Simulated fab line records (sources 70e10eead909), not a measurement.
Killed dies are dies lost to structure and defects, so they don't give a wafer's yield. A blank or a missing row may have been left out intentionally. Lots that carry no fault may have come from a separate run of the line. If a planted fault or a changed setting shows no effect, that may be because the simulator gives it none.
A struck lot beside a sound one + flow nand-harc + 15 steps out of a route of 1302
Sound: the wafers L591.1, L591.2, L591.6. Wafers struck: L600.1, L600.2, L600.4. Last of all comes the cause.
At each step with rows: each side's tool, then ch and its chambers, then its first start. Under that, the readings that differ: sound wafers + struck wafers + difference of the means + sigmas: that difference in standard deviations of wafers without a fault.
alike: readings whose means differ by less than 2 such deviations, and words and numbers that are the same on both sides. not compared: withheld readings, readings that some wafer has no value for, bounds like >300 that may hide the same value, and numbers for which the record gives no deviation and whose values overlap.
The two part at a step that has a row with sigmas, a row that says differs or no value, or rows on one side only. Numbers that have no deviation but don't overlap get no sigmas and don't part them. Lack of a reading on every wafer of one side parts them only where that side has two or more wafers.

first, 1 step without rows for these wafers: NHARC_A_CHANNEL_HOLE_D2_SRD_30.
NHARC_A_CHANNEL_HOLE_D2_CD_MEAS_31:
  struck on cd-sem-03, day 18 22:17; sound on cd-sem-03, day 15 08:29
  alike: cd-nm
NHARC_A_CHANNEL_HOLE_D2_XSEM_32:
  sound on xsem-01 ch 0, day 15 08:34; struck on xsem-01 ch 0, day 18 22:22
  alike: bot-cd-nm, bow-nm, tilt-deg
NHARC_A_CHANNEL_HOLE_D2_INSPECT_40:
  struck on defect-inspect-01, day 18 22:29; sound on defect-inspect-02, day 15 08:40
  alike: raw-defect-count
then, 3 steps without rows for these wafers: NHARC_A_CHANNEL_FILL_D2_PRECLEAN_00 (cleans in SC1); NHARC_A_CHANNEL_FILL_D2_SRD_01; NHARC_A_CHANNEL_FILL_D2_ALD_02 (deposits SiO2, target thk 6 nm, pulse time 10 s, ald cycles 60).
NHARC_A_CHANNEL_FILL_D2_ALD_03: deposits SiNx, target thk 6 nm, pulse time 60 s, ald cycles 58.
  sound: ald-sin-batch-03 ch 0; struck: ald-sin-batch-03 ch 0
  alike: precursor-pulse-height-rel
NHARC_A_CHANNEL_FILL_D2_ALD_14: deposits SiO2, target thk 2.5 nm, pulse time 10 s, ald cycles 25.
  sound on ald-hk-03 ch 0,2,3, day 15 15:48; struck on ald-hk-02 ch 0,2,3, day 19 05:38
  alike: heater-power-w, precursor-pulse-height-rel
then, 1 step without rows for these wafers: NHARC_A_CHANNEL_FILL_D2_ALD_15 (deposits SiNx, target thk 2 nm, pulse time 60 s, ald cycles 19).
NHARC_A_CHANNEL_FILL_D2_ALD_16: deposits SiO2, target thk 1.5 nm, pulse time 10 s, ald cycles 15.
  sound on ald-hk-03 ch 0,1,2, day 15 20:58; struck on ald-hk-03 ch 0,2,3, day 19 11:23
  alike: heater-power-w, precursor-pulse-height-rel
then, 1 step without rows for these wafers: NHARC_A_CHANNEL_FILL_D2_ANNEAL_17 (time 1800 s).
NHARC_A_CHANNEL_FILL_D2_CVD_18: deposits poly-Si, target thk 3 nm.
  struck on lpcvd-poly-02, day 19 21:15; sound on lpcvd-poly-03 ch 0, day 16 06:58
  no value came back on the struck wafers for spike-tc-bottom-C (C), spike-tc-centre-C (C), zone-power-centre-pct (%); on the sound wafers spike-tc-bottom-C (C) reads 573.3 575.3 574.9
NHARC_A_CHANNEL_FILL_D2_ETCHBACK_19: etches the open film in HBr/Cl2, target depth 5 nm, time 1.7 s.
  sound on rie-si-03 ch 1,3, day 16 09:01; struck on rie-si-04 ch 1,2,3, day 19 23:22
  alike: drypump-motor-current-A, oes-product-au, throttle-valve-pct
  not compared: rf-hours-counter-h
-- the record jumps here: 10 days lie between the struck wafers' starts before and after (it left off in module A_CHANNEL_FILL_D2 and takes up again in module END, whose first step shown is number 1302 of the route) --
NHARC_END_SORT_01:
  sound on prober-02 ch 0, day 26 01:26; struck on prober-01 ch 0, day 29 15:30
| reading             | sound    | struck      | difference | sigmas |
|---------------------|----------|-------------|------------|--------|
| killed-at-array     | 45 56 53 | 666 671 670 | +618       | +29    |
| killed-at-periphery | 1 1 1    | 11 6 7      | +7         | +3     |
| killed-dies         | 47 58 54 | 677 677 677 | +624       | +31    |
  alike: killed-at-other, killed-open, killed-short

== WHERE THEY PART ==
At NHARC_A_CHANNEL_FILL_D2_CVD_18 first; at NHARC_END_SORT_01 last (within this record only).

WHY: what the simulator had put in
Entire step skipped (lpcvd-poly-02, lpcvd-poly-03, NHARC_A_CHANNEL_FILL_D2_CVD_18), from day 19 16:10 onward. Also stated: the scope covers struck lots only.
